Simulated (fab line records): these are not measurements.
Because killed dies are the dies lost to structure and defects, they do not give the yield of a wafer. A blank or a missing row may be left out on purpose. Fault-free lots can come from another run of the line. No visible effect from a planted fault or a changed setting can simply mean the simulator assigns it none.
Split-lot trial || flow n5 finfet || on a route of 1938 steps: 7 lots, 21 wafers read

== ON THE SPLIT ==
At N5_BEOL_M13_SPUTTER_43 (material TaN, target thk 15 nm, time 24.19 s), the setting time s was moved away from the recipe's 24.19 s on 10 of the 21 wafers read, by -14.7% to +14.3%. For the rest of the wafers, this setting stayed at what the recipe calls for.

Reading taken at the split's own step.

== THE READING ==
TaN_of_BEOL_M13_SPUTTER_43.thk nm (the simulator's own value, which no gauge read), in nm, at N5_BEOL_M13_SPUTTER_43 (material TaN, target thk 15 nm, time 24.19 s). There is no usual value for it anywhere in the file. Here, 11 wafers ran the recipe; their average is 15.1 nm with a standard deviation of 0.18 nm.

{"wafer": "L085.2", "tool, chamber at the split": "pvd sputter-01, -", "time s as run, s": 26.85, "against the recipe": "+11.0%", "TaN_of_BEOL_M13_SPUTTER_43.thk nm, nm": 16.6, "against lot-mates on the recipe": "+1.2"}
{"wafer": "L085.4", "tool, chamber at the split": "pvd sputter-01, -", "time s as run, s": 26.85, "against the recipe": "+11.0%", "TaN_of_BEOL_M13_SPUTTER_43.thk nm, nm": 16.8, "against lot-mates on the recipe": "+1.4"}
{"wafer": "L085.6", "tool, chamber at the split": "pvd sputter-01, -", "time s as run, s": 24.19, "against the recipe": "recipe", "TaN_of_BEOL_M13_SPUTTER_43.thk nm, nm": 15.4, "against lot-mates on the recipe": "-"}
{"wafer": "L090.2", "tool, chamber at the split": "pvd sputter-02, -", "time s as run, s": 24.19, "against the recipe": "recipe", "TaN_of_BEOL_M13_SPUTTER_43.thk nm, nm": 15.2, "against lot-mates on the recipe": "-"}
{"wafer": "L090.3", "tool, chamber at the split": "pvd sputter-02, -", "time s as run, s": 25.76, "against the recipe": "+6.5%", "TaN_of_BEOL_M13_SPUTTER_43.thk nm, nm": 16.2, "against lot-mates on the recipe": "+1.0"}
{"wafer": "L090.5", "tool, chamber at the split": "pvd sputter-02, -", "time s as run, s": 25.76, "against the recipe": "+6.5%", "TaN_of_BEOL_M13_SPUTTER_43.thk nm, nm": 16.4, "against lot-mates on the recipe": "+1.2"}
{"wafer": "L091.1", "tool, chamber at the split": "pvd sputter-02, -", "time s as run, s": 20.63, "against the recipe": "-14.7%", "TaN_of_BEOL_M13_SPUTTER_43.thk nm, nm": 13, "against lot-mates on the recipe": -2.2}
{"wafer": "L091.3", "tool, chamber at the split": "pvd sputter-02, -", "time s as run, s": 24.19, "against the recipe": "recipe", "TaN_of_BEOL_M13_SPUTTER_43.thk nm, nm": 15.2, "against lot-mates on the recipe": "-"}
{"wafer": "L091.6", "tool, chamber at the split": "pvd sputter-02, -", "time s as run, s": 24.19, "against the recipe": "recipe", "TaN_of_BEOL_M13_SPUTTER_43.thk nm, nm": 15.2, "against lot-mates on the recipe": "-"}
{"wafer": "L092.1", "tool, chamber at the split": "pvd sputter-02, -", "time s as run, s": 27.65, "against the recipe": "+14.3%", "TaN_of_BEOL_M13_SPUTTER_43.thk nm, nm": 17.2, "against lot-mates on the recipe": "+2.4"}
{"wafer": "L092.5", "tool, chamber at the split": "pvd sputter-02, -", "time s as run, s": 27.65, "against the recipe": "+14.3%", "TaN_of_BEOL_M13_SPUTTER_43.thk nm, nm": 17.2, "against lot-mates on the recipe": "+2.4"}
{"wafer": "L092.6", "tool, chamber at the split": "pvd sputter-02, -", "time s as run, s": 24.19, "against the recipe": "recipe", "TaN_of_BEOL_M13_SPUTTER_43.thk nm, nm": 14.8, "against lot-mates on the recipe": "-"}
{"wafer": "L094.2", "tool, chamber at the split": "pvd sputter-01, -", "time s as run, s": 24.19, "against the recipe": "recipe", "TaN_of_BEOL_M13_SPUTTER_43.thk nm, nm": 15.2, "against lot-mates on the recipe": "-"}
{"wafer": "L094.3", "tool, chamber at the split": "pvd sputter-01, -", "time s as run, s": 24.19, "against the recipe": "recipe", "TaN_of_BEOL_M13_SPUTTER_43.thk nm, nm": 15.2, "against lot-mates on the recipe": "-"}
{"wafer": "L094.5", "tool, chamber at the split": "pvd sputter-01, -", "time s as run, s": 23.06, "against the recipe": "-4.7%", "TaN_of_BEOL_M13_SPUTTER_43.thk nm, nm": 14.4, "against lot-mates on the recipe": -0.8}
{"wafer": "L095.1", "tool, chamber at the split": "pvd sputter-03, -", "time s as run, s": 25.88, "against the recipe": "+7.0%", "TaN_of_BEOL_M13_SPUTTER_43.thk nm, nm": 15.8, "against lot-mates on the recipe": "+0.6"}
{"wafer": "L095.2", "tool, chamber at the split": "pvd sputter-03, -", "time s as run, s": 25.88, "against the recipe": "+7.0%", "TaN_of_BEOL_M13_SPUTTER_43.thk nm, nm": 16.4, "against lot-mates on the recipe": "+1.2"}
{"wafer": "L095.5", "tool, chamber at the split": "pvd sputter-03, -", "time s as run, s": 24.19, "against the recipe": "recipe", "TaN_of_BEOL_M13_SPUTTER_43.thk nm, nm": 15.2, "against lot-mates on the recipe": "-"}
{"wafer": "L096.2", "tool, chamber at the split": "pvd sputter-01, -", "time s as run, s": 24.19, "against the recipe": "recipe", "TaN_of_BEOL_M13_SPUTTER_43.thk nm, nm": 15.2, "against lot-mates on the recipe": "-"}
{"wafer": "L096.5", "tool, chamber at the split": "pvd sputter-01, -", "time s as run, s": 24.19, "against the recipe": "recipe", "TaN_of_BEOL_M13_SPUTTER_43.thk nm, nm": 15, "against lot-mates on the recipe": "-"}
{"wafer": "L096.6", "tool, chamber at the split": "pvd sputter-01, -", "time s as run, s": 24.19, "against the recipe": "recipe", "TaN_of_BEOL_M13_SPUTTER_43.thk nm, nm": 14.8, "against lot-mates on the recipe": "-"}

FIT RESULTS
A straight line over all 21 wafers: TaN_of_BEOL_M13_SPUTTER_43.thk nm changes by +0.146 nm for each +1% of time s; r = +0.98; the points scatter about the line by 0.19 nm.
The same after taking each lot's own level away (the mean of its wafers on the recipe; 21 wafers): +0.15 nm for each +1%; r = +0.98; scatter 0.2 nm.
On that fit, the largest move of time s shifts the reading by 2.2 nm.
Measured against the standard deviation above, the lots' own levels, which go from 14.80 to 15.40 nm, span 3.4 times it.
The two slopes agree, so the slope changes little with the lot-to-lot level.
Check: for one of the wafers moved furthest among these (-14.7%), held out of the fit, the line's prediction against its lot-mates is -2.25 nm. Against them it came out at -2.2 nm.

== OTHER SPLITS APPLIED TO THESE WAFERS ==
Before the reading, these wafers also passed through other splits. Each is held against what the fit with the lots' levels taken away leaves over:
{"other split on the same wafers": "N5_BEOL_M9_TRENCH_ETCH_37 source w", "wafers away from the commonest value": 5, "r with TaN_of_BEOL_M13_SPUTTER_43.thk nm (lot level and that fit taken away)": "+0.00"}
{"other split on the same wafers": "N5_BEOL_M11_PECVD_70 temp c", "wafers away from the commonest value": 11, "r with TaN_of_BEOL_M13_SPUTTER_43.thk nm (lot level and that fit taken away)": -0.11}
{"other split on the same wafers": "N5_BEOL_M11_COAT_59 spin rpm", "wafers away from the commonest value": 9, "r with TaN_of_BEOL_M13_SPUTTER_43.thk nm (lot level and that fit taken away)": "+0.18"}
{"other split on the same wafers": "N5_BEOL_M12_SPUTTER_44 time s", "wafers away from the commonest value": 5, "r with TaN_of_BEOL_M13_SPUTTER_43.thk nm (lot level and that fit taken away)": "+0.11"}

== FILE'S OWN FIT ==
TaN_of_BEOL_M13_SPUTTER_43.thk nm changes by +0.15 nm for each +1% of time s, r = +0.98.
